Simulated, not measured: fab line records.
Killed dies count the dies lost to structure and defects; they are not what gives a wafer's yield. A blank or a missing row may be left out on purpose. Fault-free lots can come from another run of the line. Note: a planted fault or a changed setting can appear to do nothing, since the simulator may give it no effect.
fab line records ; flow n5-finfet
[record] lots = 9; wafers = 27; last-day = 17
route steps=1938 shown HKMG_FIN@413 BEOL_M4@1111 PASSIVATION@1936
lots that met no fault: from a run of the same line without faults
start-h: hours from the record's opening day to when the first of the lot's shown wafers began ; wait-h: hours from the lot's prior step to this one ; " the same as in the row above ; L1.1+2: one row covering several wafers at once ; - either no value or no given start ; * or withheld: withheld ; < > ~ a bound
route shown NAME@n: a module of which the file shows steps, and the number in the route of the first ; usual: mean/standard deviation taken from wafers without a fault ; same: alike in all rows ; chamber/n: place in a boat ; sites: the reading at each site ; _std_site: how widely they spread, as a standard deviation ; _edge_site: inner sites' mean taken away from outer sites' mean ; radius-mm: for every site, how far away it sits from the centre of the wafer ; mask NAME#n: copy n ; behind: the last tool/chamber to shape the wafer ; hold: why the lot was held/for how many hours/how that ended ; device: the n, p or np transistor that did not switch ; end of line: the tests these same wafers got at the end of their route ; step lacking rows: just its recipe ; killed: dies that structure and defects cost at the first sort, which is not the same as the wafer's yield ; map: a wafer's dies, x killed, . not, _ none there
set.NAME: the setting that was run; set.NAME@STEP: the one run at that earlier step ; model.NAME: the simulator's own value behind a step, which no gauge read
steps of the route over a sample of lots; a table a step, a row a wafer
services: from which hour (start-h, from the record's first day; less than 0 if before it) a tool's chamber was out of use, for how many hours, and why
[[steps]]
[step N5_HKMG_FIN_CVD_62]
[recipe] material = a-Si; target-thk-a = 30; temp-c = 500; precursor = Si2H6; pressure-torr = 1; time-s = 20.8
[usual] heater-power-w = 1400/130
lot.wafer;tool;chamber;start-h;wait-h;heater-power-w
L109.1;thermal-cvd-si-02;2;79.89;0.4;1479
L109.3;thermal-cvd-si-02;0;79.89;0.4;1535
L109.6;thermal-cvd-si-02;2;79.89;0.4;1483
L114.3;thermal-cvd-si-01;1;108.35;0.2;1214
L114.5;thermal-cvd-si-01;1;108.35;0.2;1246
L114.6;thermal-cvd-si-01;0;108.35;0.2;1472
L115.2;thermal-cvd-si-02;0;111.76;0.2;1598
L115.3;thermal-cvd-si-02;1;111.76;0.2;1426
L115.4;thermal-cvd-si-02;2;111.76;0.2;1399
L119.1;thermal-cvd-si-02;2;136.09;0.2;1466
L119.2;thermal-cvd-si-02;1;136.09;0.2;1425
L119.3;thermal-cvd-si-02;0;136.09;0.2;1611
L121.1;thermal-cvd-si-02;0;148.96;0.2;1538
L121.2;thermal-cvd-si-02;1;148.96;0.2;1420
L121.4;thermal-cvd-si-02;0;148.96;0.2;1564
L128.3;thermal-cvd-si-01;2;195.31;0.2;1283
L128.4;thermal-cvd-si-01;2;195.31;0.2;1294
L128.5;thermal-cvd-si-01;1;195.31;0.2;1232
L130.2;thermal-cvd-si-02;2;207.35;0.2;1438
L130.3;thermal-cvd-si-02;1;207.35;0.2;1458
L130.4;thermal-cvd-si-02;0;207.35;0.2;1515
L131.1;thermal-cvd-si-02;0;208.42;0.2;1610
L131.4;thermal-cvd-si-02;1;208.42;0.2;1440
L131.5;thermal-cvd-si-02;2;208.42;0.2;1486
L132.2;thermal-cvd-si-01;2;213.71;0.2;1258
L132.3;thermal-cvd-si-01;1;213.71;0.2;1228
L132.4;thermal-cvd-si-01;2;213.71;0.2;1220
[step N5_HKMG_FIN_CD_MEAS_12]
[recipe] target-cd-nm = 92.8; landing-energy-ev = 500; detector = se-inlens
[usual] cd-nm = 93.0/0.58
[same] landing-energy-ev = 500
lot.wafer;tool;chamber;start-h;wait-h;cd-nm
L109.1;cd-sem-01;0;81.47;-;93.0
L109.3;cd-sem-01;0;81.47;-;91.8
L109.6;cd-sem-01;0;81.47;-;92.9
L114.3;cd-sem-01;0;109.79;-;94.3
L114.5;cd-sem-01;0;109.79;-;95.2
L114.6;cd-sem-01;0;109.79;-;94.0
L115.2;cd-sem-02;0;113.33;-;92.2
L115.3;cd-sem-02;0;113.33;-;92.4
L115.4;cd-sem-02;0;113.33;-;92.7
L119.1;cd-sem-01;0;137.69;-;93.9
L119.2;cd-sem-01;0;137.69;-;93.7
L119.3;cd-sem-01;0;137.69;-;93.4
L121.1;cd-sem-02;0;150.51;-;93.2
L121.2;cd-sem-02;0;150.51;-;93.1
L121.4;cd-sem-02;0;150.51;-;93.0
L128.3;cd-sem-02;0;196.87;-;93.1
L128.4;cd-sem-02;0;196.87;-;93.3
L128.5;cd-sem-02;0;196.87;-;93.7
L130.2;cd-sem-01;0;209.07;-;93.2
L130.3;cd-sem-01;0;209.07;-;92.8
L130.4;cd-sem-01;0;209.07;-;92.4
L131.1;cd-sem-01;0;209.99;-;92.7
L131.4;cd-sem-01;0;209.99;-;93.1
L131.5;cd-sem-01;0;209.99;-;93.6
L132.2;cd-sem-01;0;215.22;-;92.6
L132.3;cd-sem-01;0;215.22;-;93.0
L132.4;cd-sem-01;0;215.22;-;92.7
[step N5_HKMG_FIN_INSPECT_14]
[recipe] mode = adi; inspect-instrument = macro
[usual] raw-defect-count = 2.1/1.5
lot.wafer;tool;chamber;start-h;wait-h;raw-defect-count
L109.1;defect-inspect-02;-;81.52;0.0;2
L109.3;defect-inspect-02;-;81.52;0.0;1
L109.6;defect-inspect-02;-;81.52;0.0;3
L114.3;defect-inspect-01;-;109.84;0.0;1
L114.5;defect-inspect-01;-;109.84;0.0;1
L114.6;defect-inspect-01;-;109.84;0.0;3
L115.2;defect-inspect-01;-;113.38;0.0;3
L115.3;defect-inspect-01;-;113.38;0.0;4
L115.4;defect-inspect-01;-;113.38;0.0;0
L119.1;defect-inspect-01;-;137.75;0.0;1
L119.2;defect-inspect-01;-;137.75;0.0;2
L119.3;defect-inspect-01;-;137.75;0.0;>300
L121.1;defect-inspect-01;-;150.57;0.0;289
L121.2;defect-inspect-01;-;150.57;0.0;5
L121.4;defect-inspect-01;-;150.57;0.0;>300
L128.3;defect-inspect-01;-;196.92;0.0;2
L128.4;defect-inspect-01;-;196.92;0.0;0
L128.5;defect-inspect-01;-;196.92;0.0;1
L130.2;defect-inspect-01;-;209.13;0.0;3
L130.3;defect-inspect-01;-;209.13;0.0;0
L130.4;defect-inspect-01;-;209.13;0.0;1
L131.1;defect-inspect-01;-;210.04;0.0;0
L131.4;defect-inspect-01;-;210.04;0.0;1
L131.5;defect-inspect-01;-;210.04;0.0;2
L132.2;defect-inspect-01;-;215.27;0.0;4
L132.3;defect-inspect-01;-;215.27;0.0;5
L132.4;defect-inspect-01;-;215.27;0.0;1
[step N5_HKMG_FIN_ETCH_32]
[recipe] chemistry = N2/H2; target = SOC; target-depth-a = 2400; temp-c = 40; time-s = 300; ion-energy-ev = 200; mask-material = SiARC; pressure-mtorr = 30; source-w = 840; bias-w = 150; n2-flow-sccm = 200; h2-flow-sccm = 200
[usual] drypump-motor-current-A = 5.7/0.57; oes-product-au = 0.80/0.083; rf-vpp-V = 524/3.2; showerhead-plenum-p-Torr = 2.53/0.11; throttle-valve-pct = 17.83/0.23
lot.wafer;tool;chamber;start-h;wait-h;drypump-motor-current-A;oes-product-au;rf-hours-counter-h;rf-vpp-V;showerhead-plenum-p-Torr;throttle-valve-pct
L109.1;rie-diel-05;0;82.09;0.0;5.2;0.79;100;523;2.48;17.69
L109.3;rie-diel-05;2;82.09;0.0;6.0;0.84;66;523;2.58;18.01
L109.6;rie-diel-05;0;82.09;0.0;5.2;0.79;-;521;2.48;17.67
L114.3;rie-diel-03;0;110.41;0.0;5.3;0.87;62;522;2.48;17.92
L114.5;rie-diel-03;0;110.41;0.0;5.3;0.86;-;523;2.48;17.91
L114.6;rie-diel-03;1;110.41;0.0;6.3;0.71;-;526;2.62;18.23
L115.2;rie-diel-04;2;113.53;0.0;5.7;0.70;217;524;2.50;17.56
L115.3;rie-diel-04;0;113.53;0.0;6.5;0.85;55;529;2.69;17.60
L115.4;rie-diel-04;1;113.53;0.0;6.1;0.95;22;529;2.71;17.46
L119.1;rie-diel-03;3;137.87;0.0;5.5;0.72;148;518;2.34;17.91
L119.2;rie-diel-03;2;137.87;0.0;4.8;0.97;4;522;2.52;17.57
L119.3;rie-diel-03;1;137.87;0.0;6.3;0.70;210;525;2.62;18.25
L121.1;rie-diel-03;1;151.41;0.0;6.4;0.70;215;528;2.61;18.27
L121.2;rie-diel-03;3;151.41;0.0;5.5;0.73;153;518;2.34;17.92
L121.4;rie-diel-03;2;151.41;0.0;4.8;0.95;9;523;2.51;17.60
L128.3;rie-diel-04;3;197.04;0.0;5.9;0.96;9;530;2.69;17.76
L128.4;rie-diel-04;0;197.04;0.0;6.5;0.80;87;527;2.67;17.65
L128.5;rie-diel-04;3;197.04;0.0;6.0;0.95;-;528;2.69;17.78
L130.2;rie-diel-04;3;209.32;0.0;5.9;0.97;14;530;2.69;17.77
L130.3;rie-diel-04;1;209.32;0.0;6.1;0.86;60;528;2.69;17.54
L130.4;rie-diel-04;0;209.32;0.0;6.5;0.80;-;528;2.67;17.67
L131.1;rie-diel-05;0;210.17;0.0;5.1;0.75;146;520;2.46;17.76
L131.4;rie-diel-05;1;210.17;0.0;5.9;0.81;93;522;2.45;17.87
L131.5;rie-diel-05;2;210.17;0.0;6.0;0.80;-;523;2.56;18.09
L132.2;rie-diel-03;1;215.40;0.0;6.3;0.68;237;528;2.60;18.31
L132.3;rie-diel-03;3;215.40;0.0;5.5;0.71;176;519;2.33;17.97
L132.4;rie-diel-03;0;215.40;0.0;5.3;0.81;101;521;2.46;17.98
[step N5_HKMG_FIN_STRIP_34]
[recipe] chemistry = CF4; resist = SiARC; power-w = 300; bias-power-w = 75; pressure-mtorr = 50; cf4-flow-sccm = 150; rf-frequency-hz = 6e+07
[usual] drypump-motor-current-A = 5.7/0.56; oes-product-au = 0.79/0.077; rf-vpp-V = 271.0/1.8; showerhead-plenum-p-Torr = 1.79/0.073; throttle-valve-pct = 13.58/0.24
lot.wafer;tool;chamber;start-h;wait-h;drypump-motor-current-A;oes-product-au;rf-hours-counter-h;rf-vpp-V;showerhead-plenum-p-Torr;throttle-valve-pct
L109.1;rie-diel-05;0;82.28;0.0;5.1;0.79;100;269.7;1.73;13.33
L109.3;rie-diel-05;2;82.28;0.0;6.0;0.82;66;271.4;1.81;13.67
L109.6;rie-diel-05;0;82.28;0.0;5.2;0.79;-;269.2;1.73;13.32
L114.3;rie-diel-03;0;110.60;0.0;5.3;0.85;62;270.3;1.75;13.52
L114.5;rie-diel-03;0;110.60;0.0;5.3;0.84;-;270.4;1.75;13.53
L114.6;rie-diel-03;1;110.60;0.0;6.3;0.70;-;271.8;1.87;14.03
L115.2;rie-diel-04;2;113.72;0.0;5.7;0.69;217;270.5;1.77;13.53
L115.3;rie-diel-04;0;113.72;0.0;6.4;0.83;55;275.5;1.89;13.35
L115.4;rie-diel-04;1;113.72;0.0;6.1;0.90;22;272.3;1.90;13.23
L119.1;rie-diel-03;3;138.06;0.0;5.5;0.74;148;267.0;1.67;13.68
L119.2;rie-diel-03;2;138.06;0.0;4.8;0.97;4;270.1;1.76;13.17
L119.3;rie-diel-03;1;138.06;0.0;6.3;0.68;210;273.4;1.86;14.07
L121.1;rie-diel-03;1;151.60;0.0;6.3;0.68;215;272.9;1.86;14.06
L121.2;rie-diel-03;3;151.60;0.0;5.5;0.74;153;267.3;1.67;13.68
L121.4;rie-diel-03;2;151.60;0.0;4.8;0.95;9;269.8;1.75;13.18
L128.3;rie-diel-04;3;197.23;0.0;6.0;0.93;9;274.3;1.90;13.48
L128.4;rie-diel-04;0;197.23;0.0;6.4;0.80;87;272.3;1.88;13.42
L128.5;rie-diel-04;3;197.23;0.0;5.9;0.93;-;272.0;1.90;13.47
L130.2;rie-diel-04;3;209.51;0.0;5.9;0.92;14;272.5;1.90;13.48
L130.3;rie-diel-04;1;209.51;0.0;6.1;0.85;60;274.4;1.89;13.33
L130.4;rie-diel-04;0;209.51;0.0;6.5;0.79;-;274.1;1.88;13.43
L131.1;rie-diel-05;0;210.36;0.0;5.2;0.75;146;268.9;1.72;13.45
L131.4;rie-diel-05;1;210.36;0.0;5.8;0.80;93;269.6;1.76;13.79
L131.5;rie-diel-05;2;210.36;0.0;6.0;0.78;-;271.2;1.80;13.76
L132.2;rie-diel-03;1;215.59;0.0;6.4;0.67;237;273.4;1.86;14.11
L132.3;rie-diel-03;3;215.59;0.0;5.5;0.73;176;267.2;1.66;13.74
L132.4;rie-diel-03;0;215.59;0.0;5.3;0.80;101;269.8;1.74;13.60
[step N5_BEOL_M4_RC_MEAS_101]
[usual] DIBL_N = 35.3/1.5; DIBL_P = 35.3/1.9; IOFF_N = 0.145/0.027; IOFF_P = 0.20/0.033; ION_N = 670/12; ION_P = 462/6.8; SS_N = 71.3/0.6; SS_P = 73.1/0.7; VT_N = 251/3.4; VT_P = -251/3.2
lot.wafer;tool;chamber;start-h;wait-h;DIBL_N[mV/V];DIBL_P[mV/V];IOFF_N[nA/um];IOFF_P[nA/um];ION_N[uA/um];ION_P[uA/um];SS_N[mV/dec];SS_P[mV/dec];VT_N[mV];VT_P[mV]
L109.1;prober-02;0;182.71;0.0;35.3;35.0;0.147;0.18;670;456;71.7;72.2;248;-254
L109.3;prober-02;0;182.71;0.0;33.1;32.6;0.115;0.16;664;458;70.6;72.7;254;-252
L109.6;prober-02;0;182.71;0.0;35.4;35.4;0.157;0.20;679;466;70.9;72.6;248;-247
L114.3;prober-01;0;204.08;0.3;36.7;36.6;0.162;0.24;669;464;71.9;73.4;251;-247
L114.5;prober-01;0;204.08;0.3;35.3;35.2;0.133;0.22;664;466;71.6;73.0;251;-249
L114.6;prober-01;0;204.08;0.3;36.8;37.3;0.160;0.25;679;467;72.0;73.3;248;-245
L115.2;prober-02;0;232.01;0.2;39.0;40.1;0.230;0.33;693;476;72.4;75.6;247;-242
L115.3;prober-02;0;232.01;0.2;35.8;36.8;0.172;0.25;676;474;72.2;73.9;245;-241
L115.4;prober-02;0;232.01;0.2;36.0;36.7;0.174;0.25;679;471;71.8;73.8;252;-246
L119.1;prober-02;0;241.10;0.0;33.6;32.8;0.111;0.17;659;452;70.7;71.5;256;-253
L119.2;prober-02;0;241.10;0.0;33.6;33.8;0.130;0.20;674;474;70.3;72.5;249;-250
L119.3;prober-02;0;241.10;0.0;34.0;34.8;0.126;0.20;656;458;71.2;72.3;255;-248
L121.1;prober-02;0;253.58;0.0;38.1;38.5;0.190;0.24;674;465;71.6;74.1;246;-246
L121.2;prober-02;0;253.58;0.0;34.4;35.4;0.132;0.20;662;463;70.5;73.4;251;-251
L121.4;prober-02;0;253.58;0.0;34.9;35.4;0.134;0.20;651;452;72.0;72.8;250;-250
L128.3;prober-01;0;302.49;0.3;35.4;36.6;0.162;0.20;679;462;71.3;73.0;248;-253
L128.4;prober-01;0;302.49;0.3;35.7;36.8;0.163;0.20;680;464;70.8;73.5;248;-254
L128.5;prober-01;0;302.49;0.3;33.4;34.4;0.128;0.16;675;462;69.8;72.7;250;-256
L130.2;prober-01;0;304.26;0.2;36.1;34.9;0.148;0.18;668;454;71.4;73.0;251;-255
L130.3;prober-01;0;304.26;0.2;36.3;35.3;0.159;0.19;676;462;71.4;73.0;248;-253
L130.4;prober-01;0;304.26;0.2;35.4;35.1;0.150;0.19;662;461;71.5;73.4;247;-252
L131.1;prober-02;0;307.25;0.0;36.9;37.1;0.151;0.21;667;460;71.1;73.5;248;-249
L131.4;prober-02;0;307.25;0.0;35.1;34.1;0.120;0.18;663;465;71.8;72.4;254;-250
L131.5;prober-02;0;307.25;0.0;37.1;36.7;0.148;0.22;658;456;71.5;73.8;250;-248
L132.2;prober-01;0;311.05;0.2;36.4;36.2;0.156;0.21;663;459;71.5;73.0;250;-249
L132.3;prober-01;0;311.05;0.2;35.1;34.7;0.147;0.19;675;458;70.4;72.8;249;-250
L132.4;prober-01;0;311.05;0.2;34.8;33.9;0.126;0.17;657;457;70.7;72.9;252;-255
[step N5_PASSIVATION_PROBE_49]
[usual] defect-limited-yield = 91.2/1.5; killed_at_M0_to_M3 = 34/11; killed_at_M4_up = 14/5.4; killed-at-contacts = 12/5.9; killed-at-front-end = 40/12; killed-at-other = 4/3.3; killed-dies = 103/18; killed-open = 68/13; killed-short = 34/7.5; sort_bin_5_function = 5.1/1; sort_bin_6_memory = 3.3/0.7; sort-n-pass = 1076/18; sort-yield-pct = 91.2/1.5
[same] gross-dies = 1180; killed-at-back-side = 0; sort_bin_4_leakage[%] = 0; sort_bin_8_speed[%] = 0
lot.wafer;tool;chamber;start-h;wait-h;defect-limited-yield[%];killed_at_M0_to_M3;killed_at_M4_up;killed-at-contacts;killed-at-front-end;killed-at-other;killed-dies;killed-open;killed-short;sort_bin_5_function[%];sort_bin_6_memory[%];sort-n-pass;sort-yield-pct[%]
L115.2;prober-02;-;343.30;0.9;88.9;60;8;8;51;4;131;80;48;6.4;4.3;1049;88.9
L115.3;prober-02;-;343.35;1.0;90.2;41;19;13;39;4;116;87;28;7.3;2.5;1064;90.2
L115.4;prober-02;-;343.40;1.0;88.5;50;16;15;55;0;136;93;41;6.2;4.5;1044;88.5
L119.1;prober-02;-;347.80;0.0;89.5;55;11;2;43;13;124;80;43;6.0;4.0;1056;89.5
L119.2;prober-02;-;347.85;0.1;92.8;24;9;9;35;8;85;54;29;4.7;2.5;1095;92.8
L119.3;prober-02;-;347.90;0.1;83.4;38;13;7;128;10;196;58;33;10.1;5.2;984;83.4
L121.1;prober-01;-;359.48;0.0;84.3;24;20;4;136;1;185;61;28;10.3;3.9;995;84.3
L121.2;prober-01;-;359.53;0.1;92.5;31;12;9;36;1;89;51;36;4.1;2.9;1091;92.5
L121.4;prober-01;-;359.63;0.2;82.9;25;27;10;137;3;202;70;31;11.0;4.8;978;82.9
// killed by level:class
L115.2 STI_FIN_REVEAL:geometric-particle:open=15 BEOL_M3:geometric-particle:open=15 GATE_CUT:geometric-particle:short=11 BEOL_M0_SAQP:geometric-particle:short=11 BEOL_M0_SAQP:geometric-particle:open=9 MOL_CONTACT_COAG:geometric-particle:open=6 BEOL_M0:geometric-particle:open=6 BEOL_M2:geometric-particle:open=6
L115.3 BEOL_M3:geometric-particle:open=17 MOL_CONTACT_COAG:geometric-particle:open=13 BEOL_M4:geometric-particle:open=11 STI_FIN_REVEAL:geometric-particle:open=10 GATE_CUT:geometric-particle:open=7 BEOL_M0_SAQP:geometric-particle:short=6 BEOL_M1:geometric-particle:open=6 GATE_CUT:geometric-particle:short=4
L115.4 STI_FIN_REVEAL:geometric-particle:open=17 BEOL_M3:geometric-particle:open=12 GATE_CUT:geometric-particle:short=11 MOL_CONTACT_COAG:geometric-particle:open=9 BEOL_M0_SAQP:geometric-particle:open=8 BEOL_M2:geometric-particle:open=8 BEOL_M4:geometric-particle:open=8 GATE_CUT:geometric-particle:open=6
L119.1 BEOL_M0_SAQP:geometric-particle:open=18 BEOL_M0_SAQP:geometric-particle:short=14 BEOL_M1:geometric-particle:open=12 STI_FIN_REVEAL:geometric-particle:open=11 FIN_SAQP:geometric-particle:open=10 FIN_SAQP:geometric-particle:short=7 DUMMY_GATE:geometric-particle:open=4 BEOL_M3:geometric-particle:open=4
L119.2 FIN_SAQP:geometric-particle:short=11 MOL_CONTACT_COAG:geometric-particle:open=9 STI_FIN_REVEAL:geometric-particle:open=7 DUMMY_GATE:geometric-particle:open=5 BEOL_M0_SAQP:geometric-particle:short=5 BEOL_M0_SAQP:geometric-particle:open=5 PASS1_DEP:geometric-particle:short=3 BEOL_M1:geometric-particle:open=3
L119.3 HKMG_FIN:unspecified=104 BEOL_M3:geometric-particle:open=8 BEOL_M0_SAQP:geometric-particle:open=7 FIN_SAQP:geometric-particle:open=6 FIN_SAQP:geometric-particle:short=6 BEOL_M2:geometric-particle:open=6 BEOL_M5:geometric-particle:open=6 BEOL_M0_SAQP:geometric-particle:short=5
L121.1 HKMG_FIN:unspecified=96 FIN_SAQP:geometric-particle:open=10 BEOL_M4:geometric-particle:open=10 FIN_SAQP:geometric-particle:short=7 BEOL_M2:geometric-particle:open=6 BEOL_M0_SAQP:geometric-particle:open=5 STI_FIN_REVEAL:geometric-particle:open=4 BEOL_M0_SAQP:geometric-particle:short=4
L121.2 BEOL_M0_SAQP:geometric-particle:short=11 BEOL_M0_SAQP:geometric-particle:open=10 ILD0:geometric-particle:short=8 MOL_CONTACT_COAG:geometric-particle:open=8 FIN_SAQP:geometric-particle:open=5 FIN_SAQP:geometric-particle:short=5 STI_FIN_REVEAL:geometric-particle:open=4 BEOL_M3:geometric-particle:open=4
L121.4 HKMG_FIN:unspecified=100 FIN_SAQP:geometric-particle:short=16 BEOL_M4:geometric-particle:open=16 FIN_SAQP:geometric-particle:open=12 MOL_CONTACT_COAG:geometric-particle:open=10 BEOL_M0_SAQP:geometric-particle:open=7 BEOL_M0:geometric-particle:open=5 BEOL_M0_SAQP:geometric-particle:short=4
[[services]]
tool;chamber;start-h;hours;kind
rie-diel-04;2;57.25;4.9;repair
thermal-cvd-si-02;-;64.86;0.7;repair
rie-diel-04;3;65.65;3.0;repair
rie-diel-05;-;93.41;0.3;repair
thermal-cvd-si-02;1;94.71;11.7;repair
rie-diel-05;3;105.12;2.2;repair
rie-diel-03;2;109.39;-;clean
rie-diel-03;2;109.39;-;consumable-replace:focus-ring
rie-diel-03;2;109.39;17.5;scheduled-down
rie-diel-03;2;109.39;17.5;vent-cycle
thermal-cvd-si-02;-;116.67;0.8;repair
thermal-cvd-si-01;0;117.34;11.4;repair
rie-diel-04;3;144.22;-;clean
rie-diel-04;3;144.22;-;consumable-replace:focus-ring
rie-diel-04;3;144.22;-;consumable-replace:showerhead
thermal-cvd-si-01;-;154.62;2.4;repair
rie-diel-05;0;167.54;4.6;repair
thermal-cvd-si-01;-;173.01;1.7;repair
thermal-cvd-si-01;0;175.82;7.6;repair
rie-diel-03;2;185.10;3.2;repair
rie-diel-05;-;196.32;1.0;repair
thermal-cvd-si-01;-;196.74;15.6;pm
rie-diel-04;-;199.04;0.5;repair
thermal-cvd-si-02;-;212.34;28.1;pm
[[key]]
[first-sign] step = N5_HKMG_FIN_INSPECT_14; reading = raw-defect-count; direction = up; sigmas = 99+; usual = 2.1; struck = >296.3
[effect] step = N5_PASSIVATION_PROBE_49; reading = killed-at-front-end; direction = up; sigmas = 7.8; usual = 40; struck = 134
[more-kills-born-at] N5_HKMG_FIN_CVD_62@thermal-cvd-si-02 = 300
met-at N5_HKMG_FIN_CVD_62
struck-lots L119,L121
struck-wafers L119.3,L121.1,L121.4
not-acting-at N5_HKMG_FIN_CD_MEAS_12,N5_HKMG_FIN_ETCH_32,N5_HKMG_FIN_STRIP_34
onset-between 111.76 136.09
[fault] kind = chamber-particle-source; tool = thermal-cvd-si-02; chamber = 0; onset-h = 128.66; steps = N5_HKMG_FIN_CVD_62; rate-per-visit-cm2 = 0.49434; end-h = 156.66
